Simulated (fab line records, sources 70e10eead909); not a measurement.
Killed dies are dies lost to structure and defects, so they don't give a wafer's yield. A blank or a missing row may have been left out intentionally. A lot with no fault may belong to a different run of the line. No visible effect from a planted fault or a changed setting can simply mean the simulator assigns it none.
fab line records	flow nand-harc
record: lots: 5	wafers: 15	last-day: 31
route steps=1302 shown A_CONTACT@1005 END@1302
lots with no fault: from the same line, run without faults
start-h: start of the lot's first displayed wafer, in hours after the record's first day	wait-h: hours since the lot's step before	" repeats the value in the row above	L1.1+2: a row that stands for several wafers	- no value present, or no start provided	* or withheld: withheld	< > ~ a bound
route shown NAME@n: a module of which the file shows steps, and the number in the route of the first	usual: mean and standard deviation over wafers with no fault	same: alike in all rows	chamber/n: place in a boat	sites: readings site by site	_std_site: the values' standard deviation	_edge_site: mean of outer sites minus mean of inner sites	radius-mm: how far each site lies from the wafer's centre	mask NAME#n: copy n	behind: the last tool/chamber to shape the wafer	hold: the reason the lot was held/the length of the hold in hours/how it ended	device: whichever transistor did not switch (one of n, p or np)	end of line: tests run on the same wafers once the route is complete	a step without rows: its recipe alone	killed: not the wafer's yield, but the dies lost to structure and defects at the first sort	map: a wafer's dies, marking killed ones x, the rest . and places with no die _
set.NAME: the setting as run; set.NAME@STEP: as run at that earlier step	model.NAME: the simulator's own value behind a step, which no gauge read
a table for each step, a row for each wafer; lots at some steps of the route
services: from which hour (start-h, from the record's first day; less than 0 if before it) a tool's chamber was out of use, for how many hours, and why
== steps ==
step: NHARC_A_CONTACT_ETCH_111
recipe: source-w: withheld	pressure-mtorr: 20	bias-v: withheld	time-s: 140	target-depth-a: 7000	ar-flow-sccm: withheld	c4f8-flow-sccm: withheld	o2-flow-sccm: withheld	chemistry: C4F8/O2/Ar
step: NHARC_A_CONTACT_ETCH_112
recipe: source-w: withheld	pressure-mtorr: 20	bias-v: 3000	time-s: 190	target-depth-a: 18500	ar-flow-sccm: withheld	c4f8-flow-sccm: withheld	o2-flow-sccm: withheld	chemistry: C4F8/O2/Ar
step: NHARC_A_CONTACT_ETCH_113
recipe: source-w: withheld	pressure-mtorr: 20	bias-v: 3000	time-s: 190	target-depth-a: 18500	ar-flow-sccm: withheld	c4f8-flow-sccm: withheld	o2-flow-sccm: withheld	chemistry: C4F8/O2/Ar
step: NHARC_A_CONTACT_ETCH_114
recipe: source-w: withheld	pressure-mtorr: 20	bias-v: 3000	time-s: 190	target-depth-a: 18500	ar-flow-sccm: withheld	c4f8-flow-sccm: withheld	o2-flow-sccm: withheld	chemistry: C4F8/O2/Ar
step: NHARC_A_CONTACT_ETCH_115
recipe: source-w: withheld	pressure-mtorr: 20	bias-v: 3000	time-s: 190	target-depth-a: 18500	ar-flow-sccm: withheld	c4f8-flow-sccm: withheld	o2-flow-sccm: withheld	chemistry: C4F8/O2/Ar
step: NHARC_A_CONTACT_ETCH_116
recipe: source-w: withheld	pressure-mtorr: 20	bias-v: 3000	time-s: 190	target-depth-a: 18500	ar-flow-sccm: withheld	c4f8-flow-sccm: withheld	o2-flow-sccm: withheld	chemistry: C4F8/O2/Ar
step: NHARC_A_CONTACT_ETCH_117
recipe: source-w: withheld	pressure-mtorr: 20	bias-v: 3000	time-s: 190	target-depth-a: 18500	ar-flow-sccm: withheld	c4f8-flow-sccm: withheld	o2-flow-sccm: withheld	chemistry: C4F8/O2/Ar
step: NHARC_A_CONTACT_ETCH_118
recipe: source-w: withheld	pressure-mtorr: 20	bias-v: 3000	time-s: 190	target-depth-a: 18500	ar-flow-sccm: withheld	c4f8-flow-sccm: withheld	o2-flow-sccm: withheld	chemistry: C4F8/O2/Ar
lot.wafer	tool	chamber	start-h	wait-h	rf-hours-counter-h
L175.2	har-cap-etch-03	0	503.76	0.1	43
L175.3	"	0	"	"	-
L175.6	"	1	"	"	-
L187.1	har-cap-etch-03	1	631.52	0.1	65
L187.3	"	0	"	"	-
L187.6	"	1	"	"	-
L190.1	har-cap-etch-02	0	648.57	0.1	110
L190.4	"	0	"	"	-
L190.5	"	1	"	"	-
L193.2	har-cap-etch-01	1	666.32	0.1	29
L193.3	"	1	"	"	-
L193.6	"	0	"	"	-
L192.2	har-cap-etch-02	1	670.77	0.1	116
L192.1	"	0	"	"	116
L192.4	"	1	"	"	-
step: NHARC_A_CONTACT_ETCH_119
recipe: source-w: withheld	pressure-mtorr: 20	bias-v: 3000	time-s: 190	target-depth-a: 18500	ar-flow-sccm: withheld	c4f8-flow-sccm: withheld	o2-flow-sccm: withheld	chemistry: C4F8/O2/Ar
lot.wafer	tool	chamber	start-h	wait-h	rf-hours-counter-h
L175.2	har-cap-etch-03	0	503.93	0.1	43
L175.3	"	0	"	"	-
L175.6	"	1	"	"	-
L187.1	har-cap-etch-03	1	631.69	0.1	66
L187.3	"	0	"	"	-
L187.6	"	1	"	"	-
L190.1	har-cap-etch-02	0	648.74	0.1	110
L190.4	"	0	"	"	-
L190.5	"	1	"	"	-
L193.2	har-cap-etch-01	1	666.49	0.1	29
L193.3	"	1	"	"	-
L193.6	"	0	"	"	-
L192.2	har-cap-etch-02	1	670.94	0.1	116
L192.1	"	0	"	"	116
L192.4	"	1	"	"	-
step: NHARC_A_CONTACT_ETCH_120
recipe: source-w: withheld	pressure-mtorr: 20	bias-v: 3000	time-s: 190	target-depth-a: 18500	ar-flow-sccm: withheld	c4f8-flow-sccm: withheld	o2-flow-sccm: withheld	chemistry: C4F8/O2/Ar
lot.wafer	tool	chamber	start-h	wait-h	rf-hours-counter-h
L175.2	har-cap-etch-03	0	504.11	0.1	44
L175.3	"	0	"	"	-
L175.6	"	1	"	"	-
L187.1	har-cap-etch-03	1	631.86	0.1	66
L187.3	"	0	"	"	-
L187.6	"	1	"	"	-
L190.1	har-cap-etch-02	0	648.91	0.1	111
L190.4	"	0	"	"	-
L190.5	"	1	"	"	-
L193.2	har-cap-etch-01	1	666.66	0.1	29
L193.3	"	1	"	"	-
L193.6	"	0	"	"	-
L192.2	har-cap-etch-02	1	671.11	0.1	116
L192.1	"	0	"	"	116
L192.4	"	1	"	"	-
step: NHARC_A_CONTACT_ETCH_121
recipe: source-w: withheld	pressure-mtorr: 20	bias-v: 3000	time-s: 190	target-depth-a: 18500	ar-flow-sccm: withheld	c4f8-flow-sccm: withheld	o2-flow-sccm: withheld	chemistry: C4F8/O2/Ar
step: NHARC_A_CONTACT_ETCH_122
recipe: source-w: withheld	pressure-mtorr: 20	bias-v: 3000	time-s: 190	target-depth-a: 18500	ar-flow-sccm: withheld	c4f8-flow-sccm: withheld	o2-flow-sccm: withheld	chemistry: C4F8/O2/Ar
lot.wafer	tool	chamber	start-h	wait-h	rf-hours-counter-h
L175.2	har-cap-etch-03	0	504.45	0.1	44
L175.3	"	0	"	"	-
L175.6	"	1	"	"	-
L187.1	har-cap-etch-03	1	632.20	0.1	66
L187.3	"	0	"	"	-
L187.6	"	1	"	"	-
L190.1	har-cap-etch-02	0	649.25	0.1	111
L190.4	"	0	"	"	-
L190.5	"	1	"	"	-
L193.2	har-cap-etch-01	1	667.00	0.1	29
L193.3	"	1	"	"	-
L193.6	"	0	"	"	-
L192.2	har-cap-etch-02	1	671.45	0.1	116
L192.1	"	0	"	"	116
L192.4	"	1	"	"	-
step: NHARC_A_CONTACT_ETCH_123
recipe: source-w: withheld	pressure-mtorr: 20	bias-v: 400	time-s: 490	target-depth-a: 21100	ar-flow-sccm: withheld	c4f8-flow-sccm: 11.5	o2-flow-sccm: 7.2	chemistry: C4F8/O2/Ar
lot.wafer	tool	chamber	start-h	wait-h	rf-hours-counter-h
L175.2	har-cap-etch-03	0	504.68	0.2	44
L175.3	"	0	"	"	-
L175.6	"	1	"	"	-
L187.1	har-cap-etch-03	1	632.43	0.2	66
L187.3	"	0	"	"	-
L187.6	"	1	"	"	-
L190.1	har-cap-etch-02	0	649.42	0.1	111
L190.4	"	0	"	"	-
L190.5	"	1	"	"	-
L193.2	har-cap-etch-01	1	667.23	0.2	30
L193.3	"	1	"	"	-
L193.6	"	0	"	"	-
L192.2	har-cap-etch-02	1	671.62	0.1	116
L192.1	"	0	"	"	116
L192.4	"	1	"	"	-
step: NHARC_A_CONTACT_ETCH_90
recipe: target-depth-a: 400	over-etch-frac: 0.5	time-s: 85.7	ion-energy-ev: 120	ch3f-flow-sccm: 50	o2-flow-sccm: 30	ar-flow-sccm: 200	rf-w: 500	bias-w: 100	chemistry: CH3F/O2
step: NHARC_A_CONTACT_ETCH_96
recipe: target-depth-a: 200	over-etch-frac: 0.5	time-s: 10	ion-energy-ev: 250	c4f6-flow-sccm: 25	o2-flow-sccm: 20	ar-flow-sccm: 500	rf-w: 600	bias-w: 500	chemistry: C4F6/O2
step: NHARC_A_CONTACT_CD_MEAS_53
usual: cd-nm: 289.3/0.86
lot.wafer	tool	chamber	start-h	wait-h	cd-nm
L175.2	cd-sem-03	-	505.79	-	288.5
L175.3	"	-	"	"	287.8
L175.6	"	-	"	"	288.2
L187.1	cd-sem-02	-	633.61	-	289.7
L187.3	"	-	"	"	289.0
L187.6	"	-	"	"	289.0
L190.1	cd-sem-03	-	650.62	-	288.3
L190.4	"	-	"	"	288.2
L190.5	"	-	"	"	288.1
L193.2	cd-sem-01	-	668.33	-	289.2
L193.3	"	-	"	"	287.9
L193.6	"	-	"	"	289.0
L192.1	cd-sem-01	-	672.82	-	288.9
L192.2	"	-	"	"	288.4
L192.4	"	-	"	"	288.6
step: NHARC_A_CONTACT_STRIP_99
recipe: n2-flow-sccm: 150	h2-flow-sccm: 150	ar-flow-sccm: 0	bias-w: 0	chemistry: N2/H2
step: NHARC_A_CONTACT_STRIP_100
recipe: cf4-flow-sccm: 100	chf3-flow-sccm: 30	ar-flow-sccm: 0	bias-w: 0	chemistry: CF4/CHF3
step: NHARC_A_CONTACT_STRIP_101
recipe: o2-flow-sccm: 400	cos-flow-sccm: 20	ar-flow-sccm: 0	bias-w: 0	chemistry: O2/COS
step: NHARC_A_CONTACT_ETCH_102
recipe: target-depth-a: 1000	overetch-a: 100	time-s: 55	ion-energy-ev: 100	cf4-flow-sccm: 80	o2-flow-sccm: 20	ar-flow-sccm: 0	rf-w: 300	bias-w: 100	chemistry: CF4/O2
usual: drypump-motor-current-A: 5.8/0.5	mfc-ar-sccm: 0.005/0.0082	oes-product-au: 1.003/0.011	rf-vpp-V: 197.6/1.7	showerhead-plenum-p-Torr: 1.32/0.073	throttle-valve-pct: 13.396/0.0076
lot.wafer	tool	chamber	start-h	wait-h	drypump-motor-current-A	mfc-ar-sccm	oes-product-au	rf-hours-counter-h	rf-vpp-V	showerhead-plenum-p-Torr	throttle-valve-pct
L175.2	rie-diel-05	3	506.08	0.0	5.4	0.023	1.004	15	195.7	1.27	13.404
L175.3	"	1	"	"	5.8	0.008	0.991	15	195.5	1.25	13.395
L175.6	"	0	"	"	6.1	0	0.980	-	199.2	1.41	13.399
L187.1	rie-diel-05	3	635.07	0.1	5.4	0.023	1.015	7	196.9	1.26	13.388
L187.3	"	0	"	"	6.1	0	0.991	9	199.0	1.41	13.407
L187.6	"	0	"	"	6.1	0	0.990	-	199.0	1.41	13.388
L190.1	rie-diel-05	0	650.91	0.1	6.1	0	1.006	14	198.0	1.41	13.398
L190.4	"	2	"	"	6.4	0	0.993	13	198.6	1.44	13.400
L190.5	"	3	"	"	5.4	0.023	1.025	-	197.3	1.26	13.401
L193.2	rie-diel-10	3	668.62	0.1	5.0	0	0.994	16	197.6	1.34	13.392
L193.3	"	1	"	"	6.5	0	1.005	20	196.2	1.31	13.388
L193.6	"	0	"	"	5.7	0	0.998	-	199.4	1.44	13.395
L192.1	rie-diel-10	0	673.11	0.0	5.6	0	1.003	19	200.3	1.44	13.395
L192.2	"	1	"	"	6.5	0	1.001	22	197.4	1.31	13.414
L192.4	"	3	"	"	5.0	0	0.995	19	197.6	1.34	13.396
step: NHARC_A_CONTACT_STRIP_55
recipe: o2-flow-sccm: 500	ar-flow-sccm: 0	bias-w: 0	chemistry: O2
step: NHARC_A_CONTACT_STRIP_56
recipe: time-s: 600	temp-c: 30	chemistry: post-etch-residue-remover
step: NHARC_A_CONTACT_DEP_57
recipe: target-thk-a: 53000	temp-c: 400	material: aC
step: NHARC_A_CONTACT_DEP_58
recipe: target-thk-a: 900	target-thk-nm: 90	temp-c: 400	pressure-torr: 3.5	flow-sccm: 200	rf-w: 350	material: SiON
step: NHARC_A_CONTACT_DEHYDRATE_59
recipe: temp-c: 150	time-s: 120
step: NHARC_A_CONTACT_HMDS_60
recipe: time-s: 30
step: NHARC_A_CONTACT_COAT_61
recipe: temp-c: 260	time-s: 75
step: NHARC_A_CONTACT_COAT_62
recipe: temp-c: 225	time-s: 65
step: NHARC_A_CONTACT_COAT_63
recipe: spin-rpm: 1500	resist-thk-nm: 90
step: NHARC_A_CONTACT_SOFTBAKE_64
recipe: temp-c: 105	time-s: 55
step: NHARC_A_CONTACT_EBR_65
step: NHARC_A_CONTACT_EXPOSE_66
recipe: na: 1.35	sigma-outer: 0.8	dose-mj: 59.02	mask-id: A_CC_2
step: NHARC_A_CONTACT_PEB_67
recipe: peb-temp-c: 100	peb-time-s: 65
step: NHARC_A_CONTACT_DEVELOP_68
recipe: develop-time-s: 35	dev-temp-c: 23
step: NHARC_A_CONTACT_CD_MEAS_69
recipe: target-cd-nm: 300	landing-energy-ev: 500
usual: cd-nm: 300.1/0.56
lot.wafer	tool	chamber	start-h	wait-h	cd-nm
L175.2	cd-sem-02	0	510.93	-	300.4
L175.3	"	0	"	"	299.5
L175.6	"	0	"	"	299.7
L187.1	cd-sem-03	0	639.71	-	299.9
L187.3	"	0	"	"	300.5
L187.6	"	0	"	"	300.0
L190.1	cd-sem-03	0	655.44	-	300.5
L190.4	"	0	"	"	300.1
L190.5	"	0	"	"	300.6
L193.2	cd-sem-02	0	673.26	-	299.4
L193.3	"	0	"	"	299.4
L193.6	"	0	"	"	299.5
L192.1	cd-sem-02	0	679.03	-	299.8
L192.2	"	0	"	"	299.6
L192.4	"	0	"	"	299.7
step: NHARC_A_CONTACT_OVL_MEAS_70
usual: overlay-x-nm: 0.0/0.78	overlay-y-nm: 0.0/0.94
lot.wafer	tool	chamber	start-h	wait-h	overlay-x-nm	overlay-y-nm
L175.2	overlay-02	-	511.02	-	-0.3	-1.2
L175.3	"	-	"	"	-0.2	-0.7
L175.6	"	-	"	"	-0.5	-0.9
L187.1	overlay-01	-	639.80	-	0.5	-0.8
L187.3	"	-	"	"	0.0	-1.1
L187.6	"	-	"	"	1.4	-0.4
L190.1	overlay-01	-	655.53	-	-1.0	-0.4
L190.4	"	-	"	"	-1.0	0.2
L190.5	"	-	"	"	-1.0	0.1
L193.2	overlay-01	-	673.35	-	0.7	0.6
L193.3	"	-	"	"	0.8	0.1
L193.6	"	-	"	"	1.4	0.3
L192.1	overlay-02	-	679.12	-	-0.7	-0.9
L192.2	"	-	"	"	-0.6	-1.4
L192.4	"	-	"	"	-0.7	-1.4
step: NHARC_A_CONTACT_DESCUM_74
recipe: time-s: 3	o2-flow-sccm: 200	ar-flow-sccm: 0	bias-power-w: 0	chemistry: O2
step: NHARC_A_CONTACT_ETCH_75
recipe: target-depth-a: 390	over-etch-frac: 0.3	time-s: 65	ion-energy-ev: 80	cf4-flow-sccm: 150	ar-flow-sccm: 0	rf-w: 300	bias-w: 100	chemistry: CF4
step: NHARC_A_CONTACT_ETCH_76
recipe: target-depth-a: 2600	over-etch-frac: 0.3	time-s: 475.3	ion-energy-ev: 200	n2-flow-sccm: 150	h2-flow-sccm: 150	ar-flow-sccm: 0	rf-w: 400	bias-w: 150	chemistry: N2/H2
step: NHARC_A_CONTACT_ETCH_77
recipe: target-depth-a: 1089	time-s: 54.5	cf4-flow-sccm: 100	chf3-flow-sccm: 30	ar-flow-sccm: 0	rf-w: 500	bias-w: 200	chemistry: CF4/CHF3
step: NHARC_A_CONTACT_ETCH_78
recipe: target-depth-a: 53000	over-etch-frac: 0.3	time-s: 1378	ion-energy-ev: 150	o2-flow-sccm: 400	cos-flow-sccm: 20	ar-flow-sccm: 0	rf-w: 500	bias-w: 300	chemistry: O2/COS
step: NHARC_END_SORT_01
recipe: temp-c: 25
usual: killed-at-array: 55/19	killed-at-other: 0.6/0.99	killed-at-periphery: 4.2/2.6	killed-dies: 60/18	killed-open: 3.4/1.7	killed-short: 2.3/1.5
same: gross-dies: 677
lot.wafer	tool	chamber	start-h	wait-h	killed-at-array	killed-at-other	killed-at-periphery	killed-dies	killed-open	killed-short
L175.2	prober-01	0	571.79	2.8	77	0	2	79	3	4
L175.3	prober-01	0	572.59	3.1	65	0	3	68	4	2
L175.6	prober-01	0	574.98	4.0	67	0	4	71	2	7
L187.1	prober-01	0	696.51	2.5	114	1	2	117	3	2
L187.3	prober-01	0	698.11	3.1	149	0	4	153	5	1
L187.6	prober-01	0	700.51	4.0	115	0	2	117	5	4
killed by level:class
L175.2 A_CHANNEL_HOLE_D2:chamber-film-flake=38 A_SLIT:chamber-film-flake=22 A_SGD_CUT:chamber-film-flake=5 A_M0:chamber-film-flake=3 A_CHANNEL_HOLE_D2:geometric-particle:open=2 A_CHANNEL_HOLE_D1:geometric-particle:short=1 A_SGD_CUT:geometric-particle:short=1 A_WL_FILL:geometric-particle:short=1
L175.3 A_SLIT:chamber-film-flake=28 A_CHANNEL_HOLE_D2:chamber-film-flake=24 A_SGD_CUT:chamber-film-flake=3 A_M0:chamber-film-flake=2 P_CONTACT:geometric-particle:short=1 P_CONTACT:geometric-particle:open=1 A_ONON_D2:geometric-particle:short=1 A_CHANNEL_FILL_D2:geometric-particle:open=1
L175.6 A_CHANNEL_HOLE_D2:chamber-film-flake=23 A_SLIT:chamber-film-flake=19 A_STAIRCASE:chamber-film-flake=4 A_SGD_CUT:chamber-film-flake=4 A_SGD_CUT:geometric-particle:short=2 A_WL_FILL:geometric-particle:short=2 A_CHANNEL_HOLE_D1:chamber-film-flake=2 A_CHANNEL_FILL_D2:chamber-film-flake=2
L187.1 A_CONTACT:unspecified=52 A_CHANNEL_HOLE_D1:chamber-film-flake=30 A_CHANNEL_HOLE_D2:chamber-film-flake=19 A_SLIT:chamber-film-flake=2 A_DECK1_JOINT:chamber-film-flake=2 A_M0:chamber-film-flake=2 P_M0:geometric-particle:open=1 A_DECK1_JOINT:geometric-particle:short=1
L187.3 A_CONTACT:unspecified=88 A_CHANNEL_HOLE_D1:chamber-film-flake=31 A_CHANNEL_HOLE_D2:chamber-film-flake=15 A_WL_FILL:chamber-film-flake=4 A_M0:chamber-film-flake=4 P_M0:geometric-particle:open=3 A_CHANNEL_FILL_D2:chamber-film-flake=2 A_SGD_CUT:chamber-film-flake=2
L187.6 A_CONTACT:unspecified=46 A_CHANNEL_HOLE_D1:chamber-film-flake=34 A_CHANNEL_HOLE_D2:chamber-film-flake=17 A_ONON_D2:geometric-particle:open=3 A_CONTACT:chamber-film-flake=3 A_WL_FILL:geometric-particle:short=2 P_ZERO_WELL:chamber-film-flake=2 A_M0:chamber-film-flake=2
map L187.3 (x killed, . not)
____________.____________
_________......._________
_______....x......_______
______.............______
_____..............._____
____............x.x..____
____................x____
___.............xx.x..___
___.............xxxx..___
__..........xxxxxxx....__
__.....x.......xxxx...x__
_.......x.....xxxxx.x..._
_............xxxxxx...x._
_........x.....x.x.xxx.._
_............x.xxxxxxxx._
_.............xxxxxxxxxx_
..............xx.xxxxxxx.
.............xx.xxxxxxxxx
................xxxxxxxxx
...x...........xxxxxxxxxx
...............xxxxxxxxxx
_................xxxxxxx_
_...............xxxxxxxx_
_.................xxxxxx_
_..x..............xxxxxx_
_....x.............xxxx._
__.................x...__
__..................x..__
___................x..___
___...................___
____.........x.......____
____.................____
_____..............x_____
______.............______
_______......x.x.._______
_________......._________
____________.____________
map L175.2 (x killed, . not)
____________.____________
_________......._________
_______........x.._______
______.............______
_____..............._____
____.................____
____.................____
___...................___
___...........xxx.....___
__...............xxxx..__
__.............xxx.....__
_............x.xxx.x...._
_.............xxxxxx...x_
_x............xxxxx....._
_..............xxxx....._
_..x.........xxx..x....._
.x..x...........x..x.....
.....................x...
.x........x........x.....
.........................
x........................
_.....x................._
_.........x............._
_......................._
_......................._
_......................._
__.....................__
__.........x...........__
___...................___
___........x.....x....___
____.....x.x.........____
____.....xx.xx..x..x.____
_____...xxxx.x....x._____
______..xxxxxxx....______
_______x...xx..x.._______
_________.x.x..._________
____________.____________
== services ==
tool	chamber	start-h	hours	kind
rie-diel-05	0	489.15	-	clean
rie-diel-05	1	489.15	-	clean
rie-diel-05	2	489.15	-	clean
rie-diel-05	3	489.15	-	clean
har-cap-etch-01	-	497.00	17.0	pm
har-cap-etch-01	0	497.00	17.0	vent-cycle
har-cap-etch-01	1	497.00	17.0	vent-cycle
rie-diel-05	0	513.65	-	clean
rie-diel-05	1	513.65	-	clean
rie-diel-05	2	513.65	-	clean
rie-diel-05	3	513.65	-	clean
har-cap-etch-01	0	514.00	-	clean
har-cap-etch-01	1	514.00	-	clean
har-cap-etch-01	1	514.00	-	consumable-replace:focus-ring
rie-diel-05	0	538.15	-	clean
rie-diel-05	1	538.15	-	clean
rie-diel-05	2	538.15	-	clean
rie-diel-05	3	538.15	-	clean
har-cap-etch-03	-	577.37	0.2	repair
rie-diel-05	-	583.65	9.0	pm
rie-diel-10	-	596.69	9.0	pm
har-cap-etch-02	-	610.61	0.9	repair
rie-diel-05	0	617.74	2.8	repair
har-cap-etch-02	-	623.70	0.3	repair
== key ==
first-sign: step: NHARC_END_SORT_01	reading: killed-at-array	direction: up	sigmas: 3.8	usual: 55	struck: 126
effect: step: NHARC_END_SORT_01	reading: killed-dies	direction: up	sigmas: 3.7	usual: 60	struck: 129
more-kills-born-at: NHARC_A_CONTACT_ETCH_123@har-cap-etch-03: 186
met-at NHARC_A_CONTACT_ETCH_123
struck-wafers L187.1,L187.3,L187.6
tester-left-out L187
onset-between 504.68 632.43
also-fits NHARC_A_CONTACT_ETCH_118:har-cap-etch-03,NHARC_A_CONTACT_ETCH_119:har-cap-etch-03,NHARC_A_CONTACT_ETCH_120:har-cap-etch-03,NHARC_A_CONTACT_ETCH_122:har-cap-etch-03
fault: kind: chamber-particle-source	tool: har-cap-etch-03	chamber: -	onset-h: 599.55	steps: NHARC_A_CONTACT_ETCH_123	rate-per-visit-cm2: 1.4136	end-h: 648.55
tester-left-out: of these lots the tester's yield and bins aren't shown, on N5 and GAA mostly nor the transistor test; their killed dies are dies lost to structure and defects alone, not to doping, threshold or leakage, so they don't give the yield
